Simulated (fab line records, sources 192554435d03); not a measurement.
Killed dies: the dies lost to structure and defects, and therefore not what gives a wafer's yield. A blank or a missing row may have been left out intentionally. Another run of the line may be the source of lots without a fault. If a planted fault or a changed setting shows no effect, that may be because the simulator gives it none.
A struck lot beside a sound one	flow n5_finfet	41 steps out of a route of 1938
Sound: these wafers, L211.3, L211.4, L211.6. Struck: wafer L219.4 (left out: L219.2, L219.6 of the same lot, which were not struck); the cause appears at the end.
At each step with rows: each side's tool, then ch and its chambers, then its first start. Under that, the readings that differ: sound wafers	struck wafers	difference of the means	sigmas: that difference in standard deviations of wafers without a fault.
alike: words and numbers the same on both sides, and readings whose means are apart by under 2 such deviations; not compared: readings that were withheld, readings missing a value for some wafer, numbers with overlapping values and no deviation given by the record, and bounds like >300 which may hide the same value.
A row with sigmas, a row that says differs or no value, or rows on one side alone: a step with any of these is where the two part. Non-overlapping numbers with no deviation appear without sigmas and do not part them. Lack of a reading on every wafer of one side parts them only where that side has two or more wafers.

first, 12 steps without rows for these wafers: N5_HKMG_FIN_STRIP_33 (strips in N2/H2); N5_HKMG_FIN_STRIP_34 (strips in CF4); N5_HKMG_FIN_ETCH_35 (etches SOC in N2/H2, target depth 215.8 nm, time 243.4 s); N5_HKMG_FIN_STRIP_92 (strips SOC in N2/H2, time 20 s); N5_HKMG_FIN_WET_ETCH_18 (etches TiN in SC1, time 55 s, target depth 5.2 nm, rinse time 30 s); N5_HKMG_FIN_STRIP_19 (strips in N2/H2, time 360 s); N5_HKMG_FIN_ALD_91 (deposits TiN, target thk 1 nm, pulse time 1 s, purge time 3 s); N5_HKMG_FIN_COAT_85 (time 60 s, resist thk 300 nm); N5_HKMG_FIN_ETCH_86 (etches SOC in N2/H2, stops on TiN, target depth 393.2 nm); N5_HKMG_FIN_STRIP_89 (strips SOC in N2/H2, time 20 s); N5_HKMG_FIN_WET_ETCH_87 (etches TiN in SC1, time 154.2 s, target depth 4.7 nm, rinse time 30 s); N5_HKMG_FIN_STRIP_88 (strips in N2/H2, time 360 s).
N5_HKMG_FIN_NWFM_ALD_20: deposits TiAlC, target thk 2 nm, pulse time 3 s, purge time 2 s.
  sound on ald_metal-02 ch 1,2,3, day 4 23:39; struck on ald_metal-02 ch 1, day 7 02:20
reading	sound	struck	difference	sigmas
ald_cycles	7 7 7	6	-1	
  alike: heater_power_w, precursor_pulse_height_rel
then, 26 steps without rows for these wafers: N5_HKMG_FIN_ALD_71 (deposits TiN, target thk 1 nm, pulse time 1 s, purge time 3 s); N5_HKMG_FIN_COAT_66 (time 60 s, resist thk 300 nm); N5_HKMG_FIN_ETCH_67 (etches SOC in N2/H2, stops on TiN, target depth 388.9 nm); N5_HKMG_FIN_STRIP_90 (strips SOC in N2/H2, time 20 s); N5_HKMG_FIN_WET_ETCH_73 (etches the open film in SC1, time 42.3 s, target depth 1.3 nm, rinse time 30 s); N5_HKMG_FIN_ETCHBACK_68 (etches the open film in Cl2/Ar, stops on HfO2, target depth 0.5 nm); N5_HKMG_FIN_STRIP_69 (strips in N2/H2, time 360 s); N5_HKMG_FIN_ALD_21 (deposits TiN, target thk 1.5 nm, pulse time 1 s, purge time 3 s); N5_HKMG_FIN_ALD_72 (deposits W, target thk 2 nm, pulse time 1 s, purge time 2 s); N5_HKMG_FIN_W_FILL_22 (material W, target thk 60 nm, time 18.2 s); N5_HKMG_FIN_PRECLEAN_83 (cleans in DIW, time 57.5 s); N5_HKMG_FIN_SRD_84 (dry time 32 s); N5_HKMG_FIN_CMP_23 (polishes, stops on SiNx, t overpolish 10 s, target thk 46.326 nm); N5_HKMG_FIN_CMP_94 (polishes, stops on SiNx, t overpolish 4.7 s, target thk 43.299 nm); N5_GATE_CUT_ETCHBACK_00 (etches W in SF6/Cl2); N5_GATE_CUT_ETCH_56 (etches TiN in Cl2/Ar, target depth 21.6 nm); N5_GATE_CUT_ETCHBACK_30 (etches TiN in Cl2/Ar, target depth 3 nm); N5_GATE_CUT_VAPOR_ETCH_60 (etches HfO2 in BCl3/Cl2); N5_GATE_CUT_ETCH_58 (etches SiNx in CH3F/O2, target depth 17 nm, time 128.6 s); N5_GATE_CUT_STRIP_59 (strips in N2/H2, time 20 s); N5_GATE_CUT_PRECLEAN_31 (cleans in DIW, time 300 s); N5_GATE_CUT_SRD_32 (time 30 s); N5_GATE_CUT_SAC_CAP_01 (material SiNx, target thk 24 nm, pulse time 1 s, ald cycles 480); N5_GATE_CUT_PECVD_57 (deposits SiNx from SiH4/NH3/N2, target thk 21 nm); N5_GATE_CUT_CMP_02 (polishes, stops on SiO2, t overpolish 12.7 s, target thk 0 nm); N5_GATE_CUT_HM_DEP_46 (deposits SiO2 from TEOS/O2, target thk 130 nm, time 26.6 s).
-- a jump in the record: the struck wafers' starts before and after are 4 days apart (it breaks off in module GATE_CUT and resumes in module BEOL_M4, where the first step shown is number 1111 of the route) --
N5_BEOL_M4_RC_MEAS_101:
  sound on prober-02 ch 0, day 8 13:30; struck on prober-02 ch 0, day 10 21:05
reading	sound	struck	difference	sigmas
IOFF_N (nA/um)	0.165 0.190 0.150	0.077	-0.091	-3
IOFF_N_LIN (nA/um)	0.076 0.084 0.069	0.036	-0.040	-4
IOFF_N_LONG (nA/um)	5.5e-05 5.5e-05 5.7e-05	4e-05	-2e-05	-4
IOFF_P (nA/um)	0.19 0.20 0.17	0.28	+0.09	+3
IOFF_P_LONG (nA/um)	9.9e-05 0.0001 9.5e-05	0.000145	+0.000047	+5
ION_N (uA/um)	682 680 677	630	-50	-5
ION_P (uA/um)	464 456 456	478	+19	+3
VT_N (mV)	250 249 251	266	+16	+5
VT_N_LONG (mV)	273.7 273.2 273.4	291.7	+18.3	+8
VT_N_LVT (mV)	96 97 99	118	+21	+6
VT_P (mV)	-252 -251 -254	-240	+12	+3
VT_P_LONG (mV)	-276 -277 -278	-264	+13	+4
  alike: DIBL_N, DIBL_P, SS_N, SS_P
-- the record jumps here: 4 days lie between the struck wafers' starts before and after (it left off in module BEOL_M4 and takes up again in module PASSIVATION, whose first step shown is number 1936 of the route) --
N5_PASSIVATION_PROBE_49:
  sound on prober-02, day 13 09:05; struck on prober-02, day 15 02:44
reading	sound	struck	difference	sigmas
sort_bin_8_speed (%)	0 0 0	22.29	+22.29	+99 or more
sort_n_pass	1093 1095 1087	838	-254	-16
sort_yield_pct (%)	92.6 92.8 92.1	71.0	-21.5	-17
  alike: defect_limited_yield, killed_at_M0_to_M3, killed_at_M4_up, killed_at_contacts, killed_at_front_end, killed_at_other, killed_dies, killed_open, killed_short, sort_bin_5_function, sort_bin_6_memory

## WHERE THEY PART
At N5_BEOL_M4_RC_MEAS_101 first; at N5_PASSIVATION_PROBE_49 last (within this record only).

WHY: what had been put in by the simulator
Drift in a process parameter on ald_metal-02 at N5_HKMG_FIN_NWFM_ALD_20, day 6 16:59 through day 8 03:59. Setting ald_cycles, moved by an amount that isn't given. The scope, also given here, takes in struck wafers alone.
